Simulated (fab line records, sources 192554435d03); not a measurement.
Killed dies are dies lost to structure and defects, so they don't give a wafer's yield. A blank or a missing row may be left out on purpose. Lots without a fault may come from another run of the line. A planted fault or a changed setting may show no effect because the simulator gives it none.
Chamber matching | flow n5_finfet | N5_MIM_TOP_ETCH_PECVD_03 on pecvd-02: 3 sister chambers
The step deposits SiNx from SiH4/NH3/N2, target thk 20 nm, time 17.6 s. 3 wafers are shown with their chamber, then 7 later ones without.

WAFERS WITH THEIR CHAMBER
wafer  | chamber | showerhead_plenum_p_Torr (Torr)
L107.4 | 0       | 5.19
L114.2 | 1       | 5.12
L114.3 | 2       | 5.10

WAFERS WITHOUT THEIR CHAMBER
wafer  | showerhead_plenum_p_Torr (Torr)
L114.5 | 5.10
L123.2 | 5.09
L123.3 | 5.20
L123.4 | 5.20
L126.2 | 5.21
L126.4 | 5.20
L126.6 | 5.11

WHICH CHAMBER EACH WENT THROUGH
wafer  | from the rows above     | in truth
L114.5 | can't be placed: 2 or 1 | 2
L123.2 | can't be placed: 2 or 1 | 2
L123.3 | 0                       | 0
L123.4 | 0                       | 0
L126.2 | 0                       | 0
L126.4 | 0                       | 0
L126.6 | can't be placed: 1 or 2 | 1
Placed correctly: 4 of 7. Can't be placed from these rows: 3 (the true chamber is among the candidates in 3). Placed wrongly: 0.
How it was worked out, from the rows above alone: a wafer's distance from a chamber is the root of the sum, over the readings, of the square of ((its reading less the chamber's mean) divided by the reading's scatter). The wafer belongs to the nearest chamber; if the next one is less than 2 further off, it can't be placed. A chamber's mean is the mean of its shown wafers. The scatter: with one shown wafer a chamber, the root of the mean of the squares of how far each hidden wafer lies from its nearest shown one.
